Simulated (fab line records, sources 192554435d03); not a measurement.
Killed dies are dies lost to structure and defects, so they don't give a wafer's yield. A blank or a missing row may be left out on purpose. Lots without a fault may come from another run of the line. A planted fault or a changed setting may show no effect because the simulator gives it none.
Chamber matching | flow n5_finfet | N5_BEOL_M2_CO_CAP_55 on cvd_co-02: 3 sister chambers
The step material Co, precursor CCTBA/H2, target thk 2 nm, time 102.1 s. 3 wafers are shown with their chamber, then 12 later ones without.

WAFERS WITH THEIR CHAMBER
wafer  | chamber | heater_power_w (W)
L088.3 | 2       | 263
L091.2 | 1       | 223
L091.4 | 0       | 197

WAFERS WITHOUT THEIR CHAMBER
wafer  | heater_power_w (W)
L092.2 | 235
L092.4 | 202
L092.6 | 259
L095.1 | 234
L095.2 | 200
L095.4 | 236
L096.1 | 235
L096.3 | 202
L096.5 | 200
L097.1 | 202
L097.4 | 260
L097.5 | 237

WHICH CHAMBER EACH WENT THROUGH
wafer  | from the rows above     | in truth
L092.2 | can't be placed: 1 or 2 | 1
L092.4 | can't be placed: 0 or 1 | 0
L092.6 | 2                       | 2
L095.1 | 1                       | 1
L095.2 | 0                       | 0
L095.4 | can't be placed: 1 or 2 | 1
L096.1 | can't be placed: 1 or 2 | 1
L096.3 | can't be placed: 0 or 1 | 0
L096.5 | 0                       | 0
L097.1 | can't be placed: 0 or 1 | 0
L097.4 | 2                       | 2
L097.5 | can't be placed: 1 or 2 | 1
Placed correctly: 5 of 12. Can't be placed from these rows: 7 (the true chamber is among the candidates in 7). Placed wrongly: 0.
How it was worked out, from the rows above alone: a wafer's distance from a chamber is the root of the sum, over the readings, of the square of ((its reading less the chamber's mean) divided by the reading's scatter). The wafer belongs to the nearest chamber; if the next one is less than 2 further off, it can't be placed. A chamber's mean is the mean of its shown wafers. The scatter: with one shown wafer a chamber, the root of the mean of the squares of how far each hidden wafer lies from its nearest shown one.
